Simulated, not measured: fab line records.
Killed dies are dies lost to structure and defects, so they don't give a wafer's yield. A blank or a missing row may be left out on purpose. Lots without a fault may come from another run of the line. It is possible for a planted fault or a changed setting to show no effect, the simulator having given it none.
Which tool did it? | flow n5-finfet | 10 lots, 28 wafers sampled, at 1 step of a route of 1938

== WHAT EACH GAUGE READ, for each wafer ==
N5_BEOL_M4_INSPECT_13: inspects for defects (brightfield).
lot  | measured     | on                | raw-defect-count
L242 | day 7 11:34  | defect-inspect-02 | 514 479 359
L246 | day 8 14:12  | defect-inspect-02 | 333 492 382
L245 | day 8 23:05  | defect-inspect-02 | 302 366 388
L253 | day 10 21:58 | defect-inspect-01 | 275 388 364
L257 | day 11 20:43 | defect-inspect-01 | 546 497
L258 | day 11 23:36 | defect-inspect-02 | 500 416 340
L261 | day 12 15:11 | defect-inspect-02 | 286 498
L260 | day 12 18:20 | defect-inspect-02 | 340 357 461
L262 | day 13 04:14 | defect-inspect-01 | 347 391 462
L264 | day 14 10:42 | defect-inspect-02 | 315 366 322

== TOOL THAT RAN EACH LOT (tool first, then ch and the chambers of the sampled wafers, then the start) ==
The record shows no process step preceding these readings.

== THE ANSWER, worked out from the rows above alone ==
Rule: usual is defined by the lots themselves. The widest of any qualifying gaps counts: lots, ordered by their means at a reading, are off when they make up no more than a third of the lots, leave a main group of 4 or more, and stand apart from it by 3 or more times the standard deviation of that group's means. The tables above print the reading to a certain number of digits; a main group whose means all agree to those digits is not used. A lot without any number at a reading at which 4 lots or more have one is off too. Any other lot the step has rows for is counted as sound.
Nothing can be told from this: no lot is off at any reading shown.

== WHAT HAD BEEN PUT IN BY THE SIMULATOR ==
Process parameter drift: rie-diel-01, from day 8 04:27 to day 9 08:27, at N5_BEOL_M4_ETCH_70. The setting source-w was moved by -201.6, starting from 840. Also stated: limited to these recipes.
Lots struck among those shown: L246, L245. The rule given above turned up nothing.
